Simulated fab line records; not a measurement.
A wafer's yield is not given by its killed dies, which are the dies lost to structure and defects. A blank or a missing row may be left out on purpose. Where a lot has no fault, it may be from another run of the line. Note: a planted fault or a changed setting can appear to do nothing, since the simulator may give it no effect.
Chamber matching	flow n5-finfet	4 sister chambers for N5_ILD0_CMP_07 on cmp-01
The step polishes SiO2 flowable, stops on poly-Si, t overpolish 1.18 s, target thk 138.88 nm. 16 wafers are shown with their chamber, then 8 later ones without.

== WAFERS PAIRED WITH THEIR CHAMBERS ==
wafer	chamber	motor-current-A (A)
L078.1	0	13.2
L078.3	1	12.4
L078.5	2	13.5
L079.3	2	12.7
L079.4	1	12.4
L079.6	2	13.8
L080.1	0	13.4
L080.3	1	12.3
L080.4	2	13.3
L086.1	3	12.1
L086.2	1	11.9
L086.6	3	11.8
L085.3	0	13.2
L085.4	3	12.2
L085.6	2	13.4
L089.3	0	13.7

SIGNATURES, as means of the wafers listed above
reading	chamber 0	chamber 1	chamber 2	chamber 3	scatter within a chamber
motor-current-A	13.375	12.250	13.340	12.033	0.299
Rule: a wafer's distance from a chamber is the root of the sum, over the readings, of the square of ((its reading less the chamber's mean) divided by the reading's scatter). The wafer belongs to the nearest chamber; if the next one is less than 2 further off, it can't be placed. The scatter: the root of (the sum of the squares of (reading less its chamber's mean) over the shown wafers, divided by (wafers less chambers)).

== WAFERS MISSING THEIR CHAMBER ==
wafer	motor-current-A (A)
L089.5	11.8
L089.6	12.6
L090.1	12.2
L090.2	13.6
L090.4	11.7
L096.1	12.0
L096.5	13.3
L096.6	11.8

== THE CHAMBER EACH PASSED THROUGH ==
wafer	from the rows above	in truth
L089.5	can't be placed: 3 or 1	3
L089.6	can't be placed: 1 or 3 or 2 or 0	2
L090.1	can't be placed: 1 or 3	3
L090.2	can't be placed: 0 or 2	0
L090.4	can't be placed: 3 or 1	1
L096.1	can't be placed: 3 or 1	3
L096.5	can't be placed: 2 or 0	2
L096.6	can't be placed: 3 or 1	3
0 of 8 placed correctly. Unplaceable from these rows: 8, with the true chamber sitting among the candidates in 8. Wrongly placed: 0.
